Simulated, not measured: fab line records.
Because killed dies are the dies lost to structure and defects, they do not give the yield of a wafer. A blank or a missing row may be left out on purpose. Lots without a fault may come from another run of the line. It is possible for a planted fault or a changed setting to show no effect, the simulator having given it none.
Comparing a struck lot with a sound one -- flow n5-finfet -- 14 out of 1938 route steps
Sound: the wafers L789.2, L789.5, L789.6. Struck: wafer L799.2. (L799.6 of the same lot was not struck and is left out.) The cause comes at the end.
Order at every step that has rows: each side's tool, ch and its chambers, its first start. Under that, the readings that differ: sound wafers -- struck wafers -- difference of the means -- sigmas: that difference in standard deviations of wafers without a fault.
alike: same words and numbers on both sides, and readings whose means sit less than 2 such deviations apart. not compared: any withheld reading, any reading some wafer has no value for, any bound like >300 that may hide the same value, and any number with overlapping values for which the record gives no deviation.
The two part at a step that has a row with sigmas, a row that says differs or no value, or rows on one side only. When numbers do not overlap yet have no deviation, they are printed without sigmas and do not part them. Lack of a reading on every wafer of one side parts them only where that side has two or more wafers.

first, 5 steps without rows for these wafers: N5_BEOL_M11_EBR_24; N5_BEOL_M11_SOFTBAKE_23 (time 60 s); N5_BEOL_M11_EXPOSE_25 (exposes mask V10); N5_BEOL_M11_PEB_26 (peb time 60 s); N5_BEOL_M11_DEVELOP_27 (develop time 30 s).
N5_BEOL_M11_CD_MEAS_28 targets a cd of 70 nm.
  sound on cd-sem-02 ch 0, day 11 14:52; struck on cd-sem-01 ch 0, day 14 04:56
  alike: cd-nm
N5_BEOL_M11_OVL_MEAS_29:
  sound on overlay-01 ch 0, day 11 14:54; struck on overlay-01 ch 0, day 14 04:58
  alike: V10_OVL
N5_BEOL_M11_INSPECT_30: inspects for defects (brightfield).
  sound: defect-inspect-01 at day 11 14:55; struck: defect-inspect-02 at day 14 04:59
  alike: raw-defect-count
N5_BEOL_M11_DESCUM_33: chemistry O2, time 7.9 s.
  sound on rie-diel-03 ch 2,3, day 11 14:57; struck on rie-diel-03 ch 3, day 14 05:20
  alike: drypump-motor-current-A, oes-product-au, rf-vpp-V, showerhead-plenum-p-Torr, throttle-valve-pct
  not compared: rf-hours-counter-h
N5_BEOL_M11_ETCH_65: etches SiARC in CF4, target depth 39 nm, time 65 s.
  sound on rie-diel-03 ch 2,3, day 11 14:59; struck on rie-diel-03 ch 3, day 14 05:22
  alike: drypump-motor-current-A, etch-rf-on-time-s, oes-product-au, rf-vpp-V, showerhead-plenum-p-Torr, throttle-valve-pct
  not compared: rf-hours-counter-h
N5_BEOL_M11_ETCH_66: etches SOC in N2/H2, target depth 120 nm, overetch 24 nm, time 180 s.
  sound on rie-diel-03 ch 2,3, day 11 15:02; struck on rie-diel-03 ch 3, day 14 05:25
  alike: drypump-motor-current-A, oes-product-au, rf-vpp-V, showerhead-plenum-p-Torr, throttle-valve-pct
  not compared: rf-hours-counter-h
then, 1 step without rows for these wafers: N5_BEOL_M11_STRIP_69 (strips in N2/H2).
N5_BEOL_M11_VIA_ETCH_34: etches SiCOH lowk in C4F6/O2, target depth 184.5 nm, time 69.2 s.
  sound on rie-diel-03 ch 2,3, day 11 15:10; struck on rie-diel-03 ch 3, day 14 05:32
reading,sound,struck,difference,sigmas
oes-product-au (a.u.),0.69 0.71 0.69,0.87,+0.17,+2
model.etch.depth-nm (nm),176.9 179.6 176.2,257.4,+79.8,
model.SOC_of_BEOL_M11_COAT_63.thk-nm (nm),92.4 92.4 92.6,89.2,-3.3,
  alike: drypump-motor-current-A, rf-vpp-V, showerhead-plenum-p-Torr, throttle-valve-pct
  not compared: rf-hours-counter-h
then, 1 step without rows for these wafers: N5_BEOL_M11_STRIP_73 (strips in C4F6/O2).

== WHERE THEY PART ==
N5_BEOL_M11_VIA_ETCH_34 only, going by this record.

WHY: the cause the simulator had injected
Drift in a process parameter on rie-diel-03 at N5_BEOL_M11_VIA_ETCH_34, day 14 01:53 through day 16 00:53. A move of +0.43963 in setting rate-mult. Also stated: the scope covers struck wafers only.
